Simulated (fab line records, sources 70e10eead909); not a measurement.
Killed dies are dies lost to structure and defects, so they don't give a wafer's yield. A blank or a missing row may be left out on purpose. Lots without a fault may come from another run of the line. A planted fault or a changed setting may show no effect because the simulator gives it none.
Which tool did it? | flow nand_harc | 7 lots, 21 wafers sampled, at 3 steps of a route of 1302

WHAT THE GAUGES READ, wafer by wafer
NHARC_A_START_INSPECT_01.
lot  | measured     | on                | raw_defect_count
L952 | day 7 13:04  | defect_inspect-01 | 5 1 6
L956 | day 8 14:07  | defect_inspect-02 | 1 2 4
L960 | day 10 09:52 | defect_inspect-01 | 5 5 3
L963 | day 12 00:47 | defect_inspect-01 | 3 0 4
L968 | day 14 01:40 | defect_inspect-01 | 3 2 3
L971 | day 14 23:29 | defect_inspect-02 | 4 2 2
L973 | day 16 06:27 | defect_inspect-01 | 3 4 3

WHICH TOOL RAN EACH LOT (tool, then ch and the chambers of the sampled wafers, then the start)
lot  | NHARC_P_BONDPAD_PRE_CLEAN_26            | NHARC_P_BONDPAD_ANNEAL_28
L952 | pvd_sputter-03, day 7 11:43 or earlier  | rtp_anneal-01 ch 0, day 7 11:43
L956 | pvd_sputter-01, day 8 12:47 or earlier  | rtp_anneal-01 ch 0, day 8 12:47
L960 | pvd_sputter-03, day 10 08:31 or earlier | rtp_anneal-01 ch 0, day 10 08:31
L963 | pvd_sputter-02, day 11 23:28 or earlier | rtp_anneal-01 ch 0, day 11 23:28
L968 | pvd_sputter-03, day 14 00:21 or earlier | rtp_anneal-02 ch 0, day 14 00:21
L971 | pvd_sputter-02, day 14 22:06 or earlier | rtp_anneal-02 ch 0, day 14 22:06
L973 | pvd_sputter-02, day 16 05:02 or earlier | rtp_anneal-01 ch 0, day 16 05:02
- NHARC_P_BONDPAD_PRE_CLEAN_26: time 30 s.
- NHARC_P_BONDPAD_ANNEAL_28: time 90 s.

THE ANSWER, worked out from the rows above alone
Rule: what is usual is taken from the lots themselves. Put in order of their means at a reading, lots are off if they are a third of the lots or fewer, leave a main group of 4 or more, and stand apart from it by a gap of 3 or more times the standard deviation of the main group's means; of several such gaps the widest counts. A main group whose means are all the same, to the digits that the tables above print for the reading, isn't used. A lot without any number at a reading at which 4 lots or more have one is off too. The other lots that the step has rows for count as sound.
No lot is off at any reading shown: from this, nothing can be told.

WHAT THE SIMULATOR HAD PUT IN
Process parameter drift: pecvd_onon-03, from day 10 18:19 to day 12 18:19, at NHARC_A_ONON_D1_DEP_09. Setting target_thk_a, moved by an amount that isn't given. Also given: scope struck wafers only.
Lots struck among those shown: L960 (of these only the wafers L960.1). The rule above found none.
